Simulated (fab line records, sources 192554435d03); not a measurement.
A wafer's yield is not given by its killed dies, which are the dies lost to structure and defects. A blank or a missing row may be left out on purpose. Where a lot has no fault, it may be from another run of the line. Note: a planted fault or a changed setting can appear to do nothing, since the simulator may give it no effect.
Matching of chambers + flow n5_finfet + N5_BEOL_M7_CVD_78 on cvd_co-02: 3 sister chambers
The step deposits Co from CCTBA/H2, target thk 2 nm, time 142.3 s. 3 wafers are shown with their chamber, then 6 later ones without.

## WAFERS WITH THEIR CHAMBER
| wafer  | chamber | run_length_s (s) |
|--------|---------|------------------|
| L211.6 | 1       | 164.5            |
| L217.2 | 0       | 164.9            |
| L217.5 | 2       | 165.2            |

## WAFERS WITHOUT THEIR CHAMBER
| wafer  | run_length_s (s) |
|--------|------------------|
| L217.6 | 165.2            |
| L216.3 | 166.0            |
| L216.4 | 164.6            |
| L216.5 | 165.1            |
| L221.1 | 165.7            |
| L221.3 | 164.6            |

## CHAMBER TAKEN BY EACH
| wafer  | from the rows above          | in truth |
|--------|------------------------------|----------|
| L217.6 | can't be placed: 2 or 0 or 1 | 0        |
| L216.3 | can't be placed: 2 or 0 or 1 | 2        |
| L216.4 | can't be placed: 1 or 0 or 2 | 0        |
| L216.5 | can't be placed: 2 or 0 or 1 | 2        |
| L221.1 | can't be placed: 2 or 0 or 1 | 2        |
| L221.3 | can't be placed: 1 or 0 or 2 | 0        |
Correctly placed: 0 of 6. Can't be placed from these rows: 6 (the true chamber is among the candidates in 6). 0 placed wrongly.
How it was worked out, from the rows above alone: a wafer's distance from a chamber is the root of the sum, over the readings, of the square of ((its reading less the chamber's mean) divided by the reading's scatter). If the next closest chamber is less than 2 further off than the closest, the wafer can't be placed; otherwise it belongs to the closest. For every chamber, the mean is computed from those of its wafers that are shown. The scatter: with one shown wafer a chamber, the root of the mean of the squares of how far each hidden wafer lies from its nearest shown one.
